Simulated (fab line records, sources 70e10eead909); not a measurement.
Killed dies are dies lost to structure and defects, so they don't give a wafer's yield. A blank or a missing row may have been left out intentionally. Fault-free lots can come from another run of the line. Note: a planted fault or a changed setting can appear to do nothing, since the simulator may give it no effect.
2 desks, one fault | flow nandHarc | every desk sees just its own numbers, and what lay behind them comes last

== THE DEFECT DESK ==
Counts from the inspections along the route, per lot, as means over the sampled wafers that have a number. A lot is out of limits, marked OUT, if its mean lies more than 4 standard deviations from the usual mean; the brackets give that distance.
Columns: A = rawDefectCount at NHARC_A_CONTACT_INSPECT_44, usual 27
lot  | first seen here | A
L618 | day 16 14:56    | 18
L616 | day 16 20:05    | 17
L615 | day 16 22:01    | 34
L614 | day 17 02:05    | 24
L617 | day 17 02:08    | 23
L624 | day 18 16:17    | 22
L621 | day 18 17:13    | 27
L629 | day 19 02:41    | 22
L631 | day 20 11:42    | 35
L632 | day 20 12:46    | 27
L633 | day 20 22:35    | 9
L637 | day 21 17:12    | 21
L635 | day 21 17:47    | 39
L636 | day 21 22:07    | 38
Result from this desk: across the 14 lots, nothing is out of limits.

== THE TOOL OWNER'S DESK: lithoTrack-04 ==
The tool's own readings at NHARC_A_CONTACT_SOFTBAKE_37 (time 55 s): means of the sampled wafers that have a number, for each lot that ran on this tool. A lot is out of limits, marked OUT, if its mean lies more than 4 standard deviations from the usual mean; the brackets give that distance.
Columns: A = heaterPowerTotalW at NHARC_A_CONTACT_SOFTBAKE_37, usual 188.42 W
lot  | first seen here | A
L616 | day 16 19:00    | 188.42
L615 | day 16 21:00    | 188.41
L614 | day 17 01:00    | 188.59
L624 | day 18 15:00    | 211.23 (+99 or more) OUT
L629 | day 19 02:00    | 199.95 (+96) OUT
This desk's finding: out of limits on L624, L629; first on L624, day 18 15:00 (heaterPowerTotalW at NHARC_A_CONTACT_SOFTBAKE_37). Within limits: L616, L615, L614.

== PUT TOGETHER ==
At day 18 15:00, on L624, L629, the tool owner's desk was in a position to raise an alarm.
The defect desk saw nothing out of limits.
The defect desk has L624, L629 on record, within its limits.
All the named lots went through NHARC_A_CONTACT_SOFTBAKE_37 on lithoTrack-04.

== WHAT THE SIMULATOR PUT IN ==
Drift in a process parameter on lithoTrack-04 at NHARC_A_CONTACT_SOFTBAKE_37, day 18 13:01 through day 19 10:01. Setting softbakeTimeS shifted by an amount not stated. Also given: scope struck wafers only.
Struck lots among those shown: L624, L629.
How many hours passed from the start of the fault until each desk's first out-of-limits reading: the tool owner's desk, 2.
